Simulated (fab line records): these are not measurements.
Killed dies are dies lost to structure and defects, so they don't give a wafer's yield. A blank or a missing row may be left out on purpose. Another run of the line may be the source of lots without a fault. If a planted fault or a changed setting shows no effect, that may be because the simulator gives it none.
Which tool is to blame? | flow nandHarc | Sampling: 24 lots, 72 wafers, 4 of 1159 route steps

## WHAT THE GAUGES SHOWED, per wafer
NHARC_A_CONTACT_CD_MEAS_80.
lot  | measured     | on       | cdNm (nm)
L075 | day 16 18:40 | cdSem-03 | 189.6 189.2 189.7
L074 | day 16 21:15 | cdSem-03 | 189.8 189.4 189.5
L077 | day 17 09:10 | cdSem-02 | 188.6 187.0 187.7
L078 | day 17 10:41 | cdSem-01 | 190.9 190.5 190.9
L076 | day 17 14:27 | cdSem-01 | 189.2 189.5 189.1
L080 | day 18 00:35 | cdSem-03 | 189.1 189.5 189.2
L079 | day 18 02:49 | cdSem-01 | 189.8 189.1 190.0
L083 | day 18 09:01 | cdSem-01 | 189.5 188.9 189.7
L082 | day 18 18:38 | cdSem-01 | 190.2 190.5 190.6
L085 | day 19 02:49 | cdSem-01 | 189.8 189.5 189.3
L081 | day 19 05:12 | cdSem-02 | 189.8 189.8 190.9
L084 | day 19 11:37 | cdSem-01 | 189.1 189.1 189.7
L087 | day 19 17:22 | cdSem-02 | 188.7 188.4 188.4
L086 | day 19 19:31 | cdSem-02 | 189.6 188.7 189.4
L089 | day 20 05:19 | cdSem-02 | 188.7 188.7 188.6
L088 | day 20 11:54 | cdSem-01 | 189.5 189.9 189.9
L090 | day 20 16:10 | cdSem-02 | 189.7 190.1 189.9
L091 | day 20 22:50 | cdSem-01 | 189.5 188.9 188.8
L093 | day 20 23:05 | cdSem-03 | 189.6 189.4 189.2
L092 | day 21 03:57 | cdSem-03 | 189.8 189.2 188.8
L095 | day 21 11:16 | cdSem-01 | 189.5 189.8 189.2
L094 | day 21 15:29 | cdSem-01 | 189.5 189.6 189.8
L097 | day 22 02:05 | cdSem-02 | 190.4 190.2 190.6
L096 | day 22 08:14 | cdSem-02 | 188.6 189.7 189.5

## WHICH TOOL RAN EACH LOT (tool, then ch and the chambers of the sampled wafers, then the start)
lot  | NHARC_A_CONTACT_DEP_58          | NHARC_A_CONTACT_ETCH_77                      | NHARC_A_CONTACT_ETCH_132
L075 | pecvd-01 ch 0,2, day 16 14:14   | rieDiel-03 ch 0,2,3, day 16 17:43 or earlier | harCapEtch-01 ch 0,1, day 16 17:43
L074 | pecvd-03 ch 0,1, day 16 17:08   | rieDiel-03 ch 1,2,3, day 16 20:20 or earlier | harCapEtch-03 ch 0,1, day 16 20:20
L077 | pecvd-01 ch 1,2, day 17 05:09   | rieDiel-03 ch 0,1,3, day 17 08:17 or earlier | harCapEtch-02 ch 0,1, day 17 08:17
L078 | pecvd-04 ch 0,2, day 17 06:31   | rieDiel-03 ch 0,1,2, day 17 09:44 or earlier | harCapEtch-01 ch 0,1, day 17 09:44
L076 | pecvd-04 ch 0,1, day 17 10:07   | rieDiel-06 ch 1,2, day 17 13:31 or earlier   | harCapEtch-02 ch 0,1, day 17 13:31
L080 | pecvd-04 ch 0,1,2, day 17 17:19 | rieDiel-06 ch 0,1,2, day 17 23:41 or earlier | harCapEtch-03 ch 1, day 17 23:41
L079 | pecvd-01 ch 0,1,2, day 17 22:40 | rieDiel-12 ch 1,2, day 18 01:56 or earlier   | harCapEtch-01 ch 0,1, day 18 01:56
L083 | pecvd-01 ch 0,2, day 18 04:31   | rieDiel-03 ch 0,2,3, day 18 07:35 or earlier | harCapEtch-01 ch 0,1, day 18 07:35
L082 | pecvd-03 ch 1,2, day 18 14:02   | rieDiel-12 ch 0,1,3, day 18 17:34 or earlier | harCapEtch-02 ch 0,1, day 18 17:34
L085 | pecvd-04 ch 0,1,2, day 18 22:40 | rieDiel-06 ch 0,3, day 19 01:53 or earlier   | harCapEtch-01 ch 0,1, day 19 01:53
L081 | pecvd-04 ch 0,2, day 19 00:26   | rieDiel-03 ch 0,3, day 19 04:13 or earlier   | harCapEtch-02 ch 0,1, day 19 04:13
L084 | pecvd-03 ch 0,1,2, day 19 07:28 | rieDiel-03 ch 0,1, day 19 10:41 or earlier   | harCapEtch-01 ch 0,1, day 19 10:41
L087 | pecvd-04 ch 0,1,2, day 19 13:10 | rieDiel-12 ch 0,2, day 19 16:25 or earlier   | harCapEtch-02 ch 0,1, day 19 16:25
L086 | pecvd-03 ch 0,1,2, day 19 15:23 | rieDiel-03 ch 0,1,3, day 19 18:35 or earlier | harCapEtch-03 ch 0,1, day 19 18:35
L089 | pecvd-04 ch 0,1,2, day 20 00:53 | rieDiel-03 ch 2,3, day 20 04:20 or earlier   | harCapEtch-02 ch 0,1, day 20 04:20
L088 | pecvd-04 ch 0,1,2, day 20 07:50 | rieDiel-12 ch 0,1,3, day 20 10:58 or earlier | harCapEtch-03 ch 0,1, day 20 10:58
L090 | pecvd-03 ch 1,2, day 20 11:36   | rieDiel-03 ch 2,3, day 20 15:05 or earlier   | harCapEtch-01 ch 0,1, day 20 15:05
L091 | pecvd-01 ch 0,1, day 20 17:24   | rieDiel-03 ch 0,2,3, day 20 21:43 or earlier | harCapEtch-01 ch 1, day 20 21:43
L093 | pecvd-01 ch 0,1,2, day 20 18:01 | rieDiel-03 ch 0,2,3, day 20 22:10 or earlier | harCapEtch-02 ch 0,1, day 20 22:10
L092 | pecvd-01 ch 0,1, day 20 23:48   | rieDiel-03 ch 0,2,3, day 21 03:01 or earlier | harCapEtch-02 ch 0,1, day 21 03:01
L095 | pecvd-03 ch 0,1,2, day 21 07:09 | rieDiel-06 ch 0,2,3, day 21 10:25 or earlier | harCapEtch-02 ch 0,1, day 21 10:25
L094 | pecvd-03 ch 0,1, day 21 11:27   | rieDiel-03 ch 0,1,3, day 21 14:35 or earlier | harCapEtch-03 ch 0,1, day 21 14:35
L097 | pecvd-03 ch 1,2, day 21 21:58   | rieDiel-03 ch 0,2, day 22 01:08 or earlier   | harCapEtch-03 ch 0,1, day 22 01:08
L096 | pecvd-03 ch 0,1,2, day 22 04:06 | rieDiel-12 ch 0,1,3, day 22 07:18 or earlier | harCapEtch-01 ch 0,1, day 22 07:18
- NHARC_A_CONTACT_DEP_58: deposits SiON, target thk 60 nm.
- NHARC_A_CONTACT_ETCH_77: etches the open film in CF4/CHF3, target depth 72.6 nm, time 36.3 s.
- NHARC_A_CONTACT_ETCH_132: etches the open film in C4F8/O2/Ar, time 156 s, target depth 958 nm.

## WHAT THE TOOLS THEMSELVES READ (means of the sampled wafers that have a number; where no wafer has one, the mark that the record gives instead)
NHARC_A_CONTACT_DEP_58.
lot  | tool     | heaterPowerW (W)
L075 | pecvd-01 | 664
L074 | pecvd-03 | 695
L077 | pecvd-01 | 714
L078 | pecvd-04 | 871
L076 | pecvd-04 | 741
L080 | pecvd-04 | 794
L079 | pecvd-01 | 693
L083 | pecvd-01 | 682
L082 | pecvd-03 | 697
L085 | pecvd-04 | 805
L081 | pecvd-04 | 775
L084 | pecvd-03 | 743
L087 | pecvd-04 | 764
L086 | pecvd-03 | 728
L089 | pecvd-04 | 808
L088 | pecvd-04 | 832
L090 | pecvd-03 | 769
L091 | pecvd-01 | 649
L093 | pecvd-01 | 660
L092 | pecvd-01 | 737
L095 | pecvd-03 | 697
L094 | pecvd-03 | 687
L097 | pecvd-03 | 800
L096 | pecvd-03 | 760

NHARC_A_CONTACT_ETCH_77.
lot  | tool       | chf3FlowSccm (sccm) | drypumpMotorCurrentA (A) | oesProductAu (a.u.) | rfVppV (V) | showerheadPlenumPTorr (Torr) | throttleValvePct (%)
L075 | rieDiel-03 | 29.98               | 5.7                      | 0.929               | 368.2      | 1.49                         | 16.810
L074 | rieDiel-03 | 29.89               | 5.5                      | 0.925               | 369.7      | 1.52                         | 16.797
L077 | rieDiel-03 | 30.02               | 5.9                      | 0.929               | 368.7      | 1.53                         | 16.800
L078 | rieDiel-03 | 29.96               | 5.8                      | 0.966               | 368.4      | 1.54                         | 16.801
L076 | rieDiel-06 | 29.99               | 5.9                      | 0.917               | 371.2      | 1.61                         | 16.807
L080 | rieDiel-06 | 29.95               | 5.7                      | 0.924               | 371.8      | 1.59                         | 16.805
L079 | rieDiel-12 | 30.09               | 5.8                      | 0.916               | 371.1      | 1.60                         | 16.806
L083 | rieDiel-03 | 29.96               | 5.7                      | 0.929               | 367.9      | 1.49                         | 16.805
L082 | rieDiel-12 | 30.00               | 5.5                      | 0.919               | 370.4      | 1.57                         | 16.809
L085 | rieDiel-06 | 29.95               | 5.5                      | 0.958               | 370.0      | 1.56                         | 16.808
L081 | rieDiel-03 | 29.88               | 6.0                      | 0.914               | 367.8      | 1.50                         | 16.797
L084 | rieDiel-03 | 29.91               | 6.1                      | 0.926               | 370.2      | 1.55                         | 16.796
L087 | rieDiel-12 | 30.07               | 5.7                      | 0.968               | 370.1      | 1.55                         | 16.803
L086 | rieDiel-03 | 30.04               | 5.8                      | 0.924               | 368.7      | 1.53                         | 16.806
L089 | rieDiel-03 | 30.02               | 5.5                      | 0.925               | 366.6      | 1.47                         | 16.806
L088 | rieDiel-12 | 29.98               | 5.5                      | 0.948               | 369.9      | 1.56                         | 16.812
L090 | rieDiel-03 | 29.98               | 5.5                      | 0.934               | 367.4      | 1.47                         | 16.807
L091 | rieDiel-03 | 29.91               | 5.7                      | 0.928               | 367.6      | 1.48                         | 16.803
L093 | rieDiel-03 | 30.00               | 5.7                      | 0.927               | 367.7      | 1.48                         | 16.809
L092 | rieDiel-03 | 30.01               | 5.7                      | 0.926               | 367.2      | 1.48                         | 16.804
L095 | rieDiel-06 | 29.99               | 5.8                      | 0.924               | 370.7      | 1.58                         | 16.794
L094 | rieDiel-03 | 30.00               | 5.8                      | 0.967               | 368.4      | 1.52                         | 16.802
L097 | rieDiel-03 | 30.03               | 5.6                      | 0.974               | 368.1      | 1.49                         | 16.794
L096 | rieDiel-12 | 29.86               | 5.5                      | 0.927               | 370.2      | 1.56                         | 16.799

## THE ANSWER, worked out from the rows above alone
Rule: what is usual is taken from the lots themselves. The widest of any qualifying gaps counts: lots, ordered by their means at a reading, are off when they make up no more than a third of the lots, leave a main group of 4 or more, and stand apart from it by 3 or more times the standard deviation of that group's means. Not used: any main group whose means are identical at the precision the tables above print for the reading. A lot without any number at a reading at which 4 lots or more have one is off too. The other lots that the step has rows for count as sound. The gauges are gone through in route order, then the tools' own readings, and for those a lot's mean is taken as printed above. The first step at which some lot is off is used, and at that step the reading that is off furthest; a lot without a number counts as furthest.
Across all readings shown, no lot is off: no conclusion can be drawn from this.

## WHAT WAS PUT IN BY THE SIMULATOR
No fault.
